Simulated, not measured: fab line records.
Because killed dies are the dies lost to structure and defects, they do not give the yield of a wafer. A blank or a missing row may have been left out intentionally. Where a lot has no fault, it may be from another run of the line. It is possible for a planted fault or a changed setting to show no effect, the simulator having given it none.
One fault seen from 3 desks + flow n5-finfet + every desk sees just its own numbers, and what lay behind them comes last

DESK OF THE TOOL OWNER: rie-diel-05
The tool's own readings at N5_BEOL_M6_STRIP_67 (strips in CF4): means of the sampled wafers that have a number, for each lot that ran on this tool. Marked OUT: a lot whose mean sits more than 4 standard deviations from the usual mean, which makes it out of limits; the brackets give that distance.
Columns: A = drypump-motor-current-A at N5_BEOL_M6_STRIP_67, usual 5.7 A; B = oes-product-au at N5_BEOL_M6_STRIP_67, usual 0.79 a.u.; C = rf-vpp-V at N5_BEOL_M6_STRIP_67, usual 271.7 V; D = showerhead-plenum-p-Torr at N5_BEOL_M6_STRIP_67, usual 1.82 Torr; E = throttle-valve-pct at N5_BEOL_M6_STRIP_67, usual 13.58 %
| lot  | first seen here | A   | B    | C     | D    | E     |
|------|-----------------|-----|------|-------|------|-------|
| L267 | day 9 19:08     | 5.7 | 0.88 | 270.9 | 1.81 | 13.24 |
| L273 | day 11 08:55    | 5.0 | 0.75 | 273.8 | 1.87 | 13.66 |
| L275 | day 12 01:22    | 5.5 | 0.83 | 271.6 | 1.82 | 13.51 |
| L284 | day 13 16:32    | 5.3 | 0.76 | 270.9 | 1.80 | 13.66 |
| L285 | day 14 07:29    | 5.4 | 0.78 | 271.9 | 1.83 | 13.53 |
This desk found nothing out of limits on any of the 5 lots.

THE METROLOGY DESK
What the gauges read for every lot (on any tool): the sampled wafers with a number, averaged. Marked OUT: a lot whose mean sits more than 4 standard deviations from the usual mean, which makes it out of limits; the brackets give that distance.
Columns: A = V5_OVL at N5_BEOL_M6_OVL_MEAS_29, usual 0.4 nm
| lot  | first seen here | A    |
|------|-----------------|------|
| L265 | day 9 01:16     | 1.3  |
| L266 | day 9 08:05     | 0.8  |
| L267 | day 10 02:23    | 0.2  |
| L268 | day 10 02:26    | 0.7  |
| L270 | day 10 09:23    | 0.1  |
| L273 | day 11 11:22    | 0.8  |
| L275 | day 12 04:08    | 1.8  |
| L280 | day 12 21:22    | 0.3  |
| L284 | day 13 17:28    | -0.1 |
| L285 | day 14 11:25    | -0.4 |
This desk found nothing out of limits on any of the 10 lots.

THE DEFECT DESK
Inspection counts along the route, by lot: the mean over sampled wafers that carry a number. Marked OUT: a lot whose mean sits more than 4 standard deviations from the usual mean, which makes it out of limits; the brackets give that distance.
Columns: A = raw-defect-count at N5_BEOL_M6_INSPECT_30, usual 421
| lot  | first seen here | A   |
|------|-----------------|-----|
| L265 | day 9 01:20     | 565 |
| L266 | day 9 08:09     | 526 |
| L267 | day 10 02:27    | 363 |
| L268 | day 10 02:29    | 346 |
| L270 | day 10 09:26    | 420 |
| L273 | day 11 11:25    | 344 |
| L275 | day 12 04:11    | 506 |
| L280 | day 12 21:25    | 483 |
| L284 | day 13 17:31    | 780 |
| L285 | day 14 11:29    | 713 |
This desk found nothing out of limits on any of the 10 lots.

ALL TOGETHER
Nothing out of limits was seen by the tool owner's desk.
Metrology desk: nothing out of limits seen.
Nothing out of limits was seen by the defect desk.

WHAT HAD BEEN PUT IN BY THE SIMULATOR
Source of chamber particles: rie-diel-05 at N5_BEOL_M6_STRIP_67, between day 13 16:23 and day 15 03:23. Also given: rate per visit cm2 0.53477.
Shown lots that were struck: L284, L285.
